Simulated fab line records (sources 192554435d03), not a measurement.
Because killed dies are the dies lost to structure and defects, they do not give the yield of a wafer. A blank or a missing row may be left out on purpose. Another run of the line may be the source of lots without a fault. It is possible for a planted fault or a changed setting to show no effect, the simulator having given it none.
Chamber matching	flow n5Finfet	N5_HKMG_FIN_NWFM_ALD_20 on aldMetal-02: 4 sister chambers
The step deposits TiAlC, target thk 2 nm, pulse time 3 s, purge time 2 s. 18 wafers are shown with their chamber, then 9 later ones without.

== WAFERS, EACH WITH ITS CHAMBER ==
wafer	chamber	heaterPowerW (W)	heaterPowerOuterW (W)	precursorPulseHeightRel
L075.1	2	468	276	1.014
L075.4	1	449	265	0.986
L075.5	2	459	268	0.991
L077.3	2	463	269	1.006
L077.4	0	600	324	0.966
L077.5	2	467	272	0.981
L080.2	0	587	326	0.986
L080.4	2	471	283	0.974
L080.6	2	475	276	0.985
L081.2	1	435	257	0.985
L081.3	3	516	291	1.033
L081.5	2	482	269	0.999
L082.1	0	591	324	1.042
L082.4	3	499	287	1.003
L082.6	3	515	293	0.961
L084.2	1	437	269	0.985
L084.4	0	600	330	1.007
L084.5	3	503	279	1.024

SIGNATURES, as means of the wafers listed above
reading	chamber 0	chamber 1	chamber 2	chamber 3	scatter within a chamber
heaterPowerW	594.50	440.33	469.29	508.25	7.62
heaterPowerOuterW	326.00	263.67	273.29	287.50	5.27
precursorPulseHeightRel	1.00025	0.98533	0.99286	1.00525	0.0231
Rule: a wafer lies at a distance from a chamber equal to the root of the sum of squares, over the readings, of (its reading less the chamber's mean, divided by the reading's scatter). If the next closest chamber is less than 2 further off than the closest, the wafer can't be placed; otherwise it belongs to the closest. The scatter is the square root of a quotient: the sum, over the shown wafers, of each reading's squared deviation from its chamber's mean, divided by wafers minus chambers.

== WAFERS WHOSE CHAMBER IS MISSING ==
wafer	heaterPowerW (W)	heaterPowerOuterW (W)	precursorPulseHeightRel
L088.3	582	325	0.994
L088.5	598	328	1.038
L088.6	450	263	0.976
L089.1	487	285	1.029
L089.3	592	322	1.009
L089.4	470	277	0.993
L093.3	584	325	1.024
L093.5	505	284	0.980
L093.6	602	321	1.012

== CHAMBER TAKEN BY EACH ==
wafer	from the rows above	in truth
L088.3	0	0
L088.5	0	0
L088.6	can't be placed: 1 or 2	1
L089.1	can't be placed: 3 or 2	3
L089.3	0	0
L089.4	2	2
L093.3	0	0
L093.5	3	3
L093.6	0	0
7 of 9 placed correctly. Unplaceable from these rows: 2, with the true chamber sitting among the candidates in 2. Number placed wrongly: 0.
